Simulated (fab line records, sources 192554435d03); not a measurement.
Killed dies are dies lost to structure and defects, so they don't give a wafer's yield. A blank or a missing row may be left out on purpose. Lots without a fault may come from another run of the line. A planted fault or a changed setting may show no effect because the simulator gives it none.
Split-lot experiment | flow n5_finfet | 7 lots, 21 wafers read, on a route of 1938 steps

THE SPLIT
At N5_BEOL_M7_COAT_59 (time 60 s, resist thk 100 nm), the setting spin_rpm was moved away from the recipe's 1500 rpm on 5 of the 21 wafers read, by -9.3% to +5.9%. The other wafers ran this setting at the recipe's value.

FROM THE SPLIT TO THE READING: what the file shows between them, 7 steps
- N5_BEOL_M7_COAT_60: time 60 s, resist thk 35 nm
- N5_BEOL_M7_COAT_05: resist thk 90 nm
- N5_BEOL_M7_DESCUM_16: chemistry O2, time 7.9 s
- N5_BEOL_M7_ETCH_61: etches SiARC in CF4, target depth 45.5 nm, time 75.8 s
- N5_BEOL_M7_ETCH_62: etches SOC in N2/H2, target depth 110 nm, overetch 22 nm, time 165 s
- N5_BEOL_M7_STRIP_68: strips in N2/H2
- N5_BEOL_M7_STRIP_67: strips in CF4

THE READING
SOC_of_BEOL_M7_COAT_59.thk_nm (the simulator's own value, which no gauge read), in nm, at N5_BEOL_M7_HM_OPEN_17 (chemistry Cl2/BCl3, target TiN, target depth 20 nm, overetch 6 nm). The file gives no usual value for it. The 16 wafers here that ran the recipe average 92.0 nm, standard deviation 0.36 nm.

wafer  | tool, chamber at the split | spin_rpm as run, rpm | against the recipe | SOC_of_BEOL_M7_COAT_59.thk_nm, nm | against lot-mates on the recipe
L074.1 | litho_track-05, 0          | 1588                 | +5.9%              | 89.4                              | -2.6
L074.2 | litho_track-05, 0          | 1588                 | +5.9%              | 89.2                              | -2.8
L074.5 | litho_track-05, 0          | 1500                 | recipe             | 92                                | -
L075.1 | litho_track-05, 0          | 1500                 | recipe             | 91.4                              | -
L075.2 | litho_track-05, 0          | 1500                 | recipe             | 92.2                              | -
L075.6 | litho_track-05, 0          | 1412                 | -5.9%              | 95                                | +3.2
L079.4 | litho_track-05, 0          | 1500                 | recipe             | 91.6                              | -
L079.5 | litho_track-05, 0          | 1500                 | recipe             | 91.8                              | -
L079.6 | litho_track-05, 0          | 1500                 | recipe             | 91.8                              | -
L080.1 | litho_track-02, 0          | 1500                 | recipe             | 92.4                              | -
L080.4 | litho_track-02, 0          | 1500                 | recipe             | 92.2                              | -
L080.5 | litho_track-02, 0          | 1500                 | recipe             | 92.6                              | -
L085.1 | litho_track-02, 0          | 1447                 | -3.5%              | 94.2                              | +2.0
L085.3 | litho_track-02, 0          | 1500                 | recipe             | 92.2                              | -
L085.6 | litho_track-02, 0          | 1500                 | recipe             | 92.2                              | -
L087.1 | litho_track-05, 0          | 1500                 | recipe             | 91.6                              | -
L087.3 | litho_track-05, 0          | 1500                 | recipe             | 91.6                              | -
L087.5 | litho_track-05, 0          | 1360                 | -9.3%              | 96.4                              | +4.8
L096.1 | litho_track-03, 0          | 1500                 | recipe             | 92.2                              | -
L096.3 | litho_track-03, 0          | 1500                 | recipe             | 92.6                              | -
L096.4 | litho_track-03, 0          | 1500                 | recipe             | 92.4                              | -

THE FIT
A straight line over all 21 wafers: SOC_of_BEOL_M7_COAT_59.thk_nm changes by -0.481 nm for each +1% of spin_rpm; r = -0.98; the points scatter about the line by 0.35 nm.
The same after taking each lot's own level away (the mean of its wafers on the recipe; 21 wafers): -0.503 nm for each +1%; r = -0.99; scatter 0.19 nm.
On that fit, the largest move of spin_rpm shifts the reading by 4.7 nm.
The lots' own levels span 91.60 to 92.40 nm, that is 2.2 times the standard deviation above.
So the lot-to-lot level changes the slope little: the two slopes agree.
Check: with one of the wafers moved furthest among these (-9.3%) left out of the fit, the line predicts +4.7 nm for it against its lot-mates. It came out at +4.8 nm against them.

OTHER SPLITS ON THESE WAFERS
These wafers also went through other splits before the reading. Each is held against what the fit with the lots' levels taken away leaves over:
other split on the same wafers | wafers away from the commonest value | r with SOC_of_BEOL_M7_COAT_59.thk_nm (lot level and that fit taken away)
N5_BEOL_M5_ETCH_68 bias_w      | 9                                    | -0.05
N5_BEOL_M6_ILD_DEP_00 time_s   | 5                                    | -0.30
N5_BEOL_M6_PECVD_70 temp_c     | 7                                    | +0.02

THE WHOLE CHAIN: every reading that the file lists as answering this split, in the file's order
step                  | what it does                                                         | reading                                                                        | change (the file's fit)               | r (the file's)
N5_BEOL_M7_COAT_59    | time 60 s, resist thk 100 nm                                         | SOC_of_BEOL_M7_COAT_59.thk_nm (the simulator's own value, which no gauge read) | -0.515 nm for each +1% of the setting | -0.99
N5_BEOL_M7_ETCH_62    | etches SOC in N2/H2, target depth 110 nm, overetch 22 nm, time 165 s | etch.depth_nm (the simulator's own value, which no gauge read)                 | -0.523 nm for each +1% of the setting | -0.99
N5_BEOL_M7_HM_OPEN_17 | chemistry Cl2/BCl3, target TiN, target depth 20 nm, overetch 6 nm    | SOC_of_BEOL_M7_COAT_59.thk_nm (the simulator's own value, which no gauge read) | -0.513 nm for each +1% of the setting | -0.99

THE FILE'S OWN FIT
SOC_of_BEOL_M7_COAT_59.thk_nm changes by -0.513 nm for each +1% of spin_rpm, r = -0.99.
